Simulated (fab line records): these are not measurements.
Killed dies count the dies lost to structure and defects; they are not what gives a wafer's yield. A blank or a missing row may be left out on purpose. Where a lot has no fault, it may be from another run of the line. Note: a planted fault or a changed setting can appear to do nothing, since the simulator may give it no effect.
Which tool did it? | flow nand_harc | Sampling: 7 lots, 21 wafers, 4 of 1302 route steps

WHAT THE GAUGES READ, wafer by wafer
NHARC_END_SORT_01.
lot  | measured     | on        | killed_at_array
L674 | day 27 07:25 | prober-01 | 135 138 136

EACH LOT AND THE TOOL THAT RAN IT (in order: tool; ch and the chambers of the sampled wafers; start)
lot  | NHARC_A_CHANNEL_FILL_D2_CVD_18   | NHARC_THIN_TSV_PVD_51                   | NHARC_THIN_TSV_ETCH_36
L669 | lpcvd_poly-04 ch 0, day 14 20:46 | pvd_sputter-03, day 24 02:28 or earlier | rie_metal-01 ch 0,1, day 24 02:28
L672 | lpcvd_poly-02 ch 0, day 16 07:27 | pvd_sputter-02, day 25 16:13 or earlier | rie_metal-02 ch 0,1, day 25 16:13
L674 | lpcvd_poly-02 ch 0, day 17 07:06 | pvd_sputter-01, day 26 22:50 or earlier | rie_metal-01 ch 0,1, day 26 22:50
L682 | lpcvd_poly-02 ch 0, day 21 01:13 | pvd_sputter-01, day 30 19:30 or earlier | rie_metal-03 ch 0,1, day 30 19:30
L685 | lpcvd_poly-04 ch 0, day 21 21:38 | pvd_sputter-03, day 31 01:58 or earlier | rie_metal-02 ch 1, day 31 01:58
L687 | lpcvd_poly-04 ch 0, day 23 02:02 | pvd_sputter-02, day 32 09:18 or earlier | rie_metal-02 ch 0,1, day 32 09:18
L690 | lpcvd_poly-04 ch 0, day 23 13:32 | pvd_sputter-03, day 33 01:43 or earlier | rie_metal-03 ch 0,1, day 33 01:43
- NHARC_A_CHANNEL_FILL_D2_CVD_18: deposits poly-Si, target thk 3 nm.
- NHARC_THIN_TSV_PVD_51: deposits Cu, target thk 100 nm.
- NHARC_THIN_TSV_ETCH_36: etches the open film in Cl2/BCl3, target depth 65 nm, time 18.571 s.

THE ANSWER, worked out from the rows above alone
Rule: what is usual is taken from the lots themselves. Put in order of their means at a reading, lots are off if they are a third of the lots or fewer, leave a main group of 4 or more, and stand apart from it by a gap of 3 or more times the standard deviation of the main group's means; of several such gaps the widest counts. If all means in a main group match to the digits the tables above print for the reading, that group is not used. A lot without any number at a reading at which 4 lots or more have one is off too. All remaining lots with rows at the step are treated as sound.
Across all readings shown, no lot is off: no conclusion can be drawn from this.

WHAT THE SIMULATOR HAD INSERTED
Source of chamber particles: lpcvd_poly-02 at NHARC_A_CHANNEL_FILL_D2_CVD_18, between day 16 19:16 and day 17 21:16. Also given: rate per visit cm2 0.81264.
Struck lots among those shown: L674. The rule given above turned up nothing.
